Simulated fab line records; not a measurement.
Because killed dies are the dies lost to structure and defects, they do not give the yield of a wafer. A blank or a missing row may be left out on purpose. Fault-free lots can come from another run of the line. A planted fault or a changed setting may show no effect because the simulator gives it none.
Lot-split experiment ; flow n5-finfet ; on a route of 1938 steps: 7 lots, 21 wafers read

## THE SPLIT ITSELF
At N5_BEOL_M0_SAQP_ETCH_84 (etches SOC in N2/H2, target depth 100 nm, overetch 20 nm, time 150 s), the setting time-s was moved away from the recipe's 150 s on 9 of the 21 wafers read, by -18.7% to +18.6%. This setting was run at the recipe's value on the other wafers.

The reading comes from the split's own step.

## THE READING
SiARC_of_BEOL_M0_SAQP_COAT_82.thk-nm (the simulator's own value, which no gauge read), in nm, at N5_BEOL_M0_SAQP_ETCH_84 (etches SOC in N2/H2, target depth 100 nm, overetch 20 nm, time 150 s). The file does not state a usual value for it. Across the 12 wafers here that went through the recipe, the average is 24.3 nm and the standard deviation 0.21 nm.

wafer;tool, chamber at the split;time-s as run, s;against the recipe;SiARC_of_BEOL_M0_SAQP_COAT_82.thk-nm, nm;against lot-mates on the recipe
L074.1;rie-diel-04, 1;129.5;-13.7%;25.2;+0.8
L074.2;rie-diel-04, 0,3;150;recipe;24.4;-
L074.3;rie-diel-04, 0,3;150;recipe;24.4;-
L079.2;rie-diel-01, 2;121.9;-18.7%;25.8;+1.6
L079.3;rie-diel-01, 1;150;recipe;24.2;-
L079.4;rie-diel-01, 0;121.9;-18.7%;25.2;+1.0
L080.1;rie-diel-02, 2;168.7;+12.5%;23.8;-0.6
L080.2;rie-diel-02, 1;168.7;+12.5%;23.6;-0.8
L080.5;rie-diel-02, 1;150;recipe;24.4;-
L082.1;rie-diel-04, 1;150;recipe;24.6;-
L082.3;rie-diel-04, 2;177.9;+18.6%;23;-1.5
L082.4;rie-diel-04, 3;150;recipe;24.4;-
L085.1;rie-diel-01, 1;172.5;+15.0%;22.8;-1.6
L085.3;rie-diel-01, 3;150;recipe;24.4;-
L085.4;rie-diel-01, 2;172.5;+15.0%;23.6;-0.8
L089.1;rie-diel-04, 2;133.3;-11.1%;24.8;+0.6
L089.3;rie-diel-04, 3;150;recipe;24.4;-
L089.5;rie-diel-04, 2;150;recipe;24;-
L091.1;rie-diel-01, 2,3;150;recipe;24.4;-
L091.5;rie-diel-01, 2,3;150;recipe;24.4;-
L091.2;rie-diel-01, 1;150;recipe;23.8;-
If several chambers appear in one row, that row covers several wafers at once and the file leaves open which wafer was in which chamber.

THE FIT
A straight line over all 21 wafers: SiARC_of_BEOL_M0_SAQP_COAT_82.thk-nm changes by -0.0637 nm for each +1% of time-s; r = -0.94; the points scatter about the line by 0.25 nm.
The same after taking each lot's own level away (the mean of its wafers on the recipe; 21 wafers): -0.0695 nm for each +1%; r = -0.95; scatter 0.23 nm.
On that fit, the largest move of time-s shifts the reading by 1.3 nm.
Across the lots, their own levels run from 24.20 to 24.50 nm, a range of 1.4 times the standard deviation given above.
The two slopes are in agreement: the lot-to-lot level therefore moves the slope only a little.
Check: for one of the wafers moved furthest among these (-18.7%), held out of the fit, the line's prediction against its lot-mates is +1.19 nm. Against them it came out at +1.6 nm.

## OTHER SPLITS APPLIED TO THESE WAFERS
Before the reading, these wafers also passed through other splits. Each is held against what the fit with the lots' levels taken away leaves over:
other split on the same wafers;wafers away from the commonest value;r with SiARC_of_BEOL_M0_SAQP_COAT_82.thk-nm (lot level and that fit taken away)
N5_SD_EPI_P_PEB_07 peb-time-s;4;-0.41
N5_SD_EPI_P_ETCH_36 bias-w;7;-0.03
N5_HKMG_FIN_HK_ALD_01 ald-cycles;6;-0.13
N5_HKMG_FIN_DEVELOP_48 develop-time-s;7;+0.15
N5_MOL_CONTACT_COAG_ETCHBACK_135 time-s;6;+0.16
N5_MOL_CONTACT_COAG_COAT_63 spin-rpm;8;-0.05

## FILE'S OWN FIT
SiARC_of_BEOL_M0_SAQP_COAT_82.thk-nm changes by -0.0696 nm for each +1% of time-s, r = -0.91.
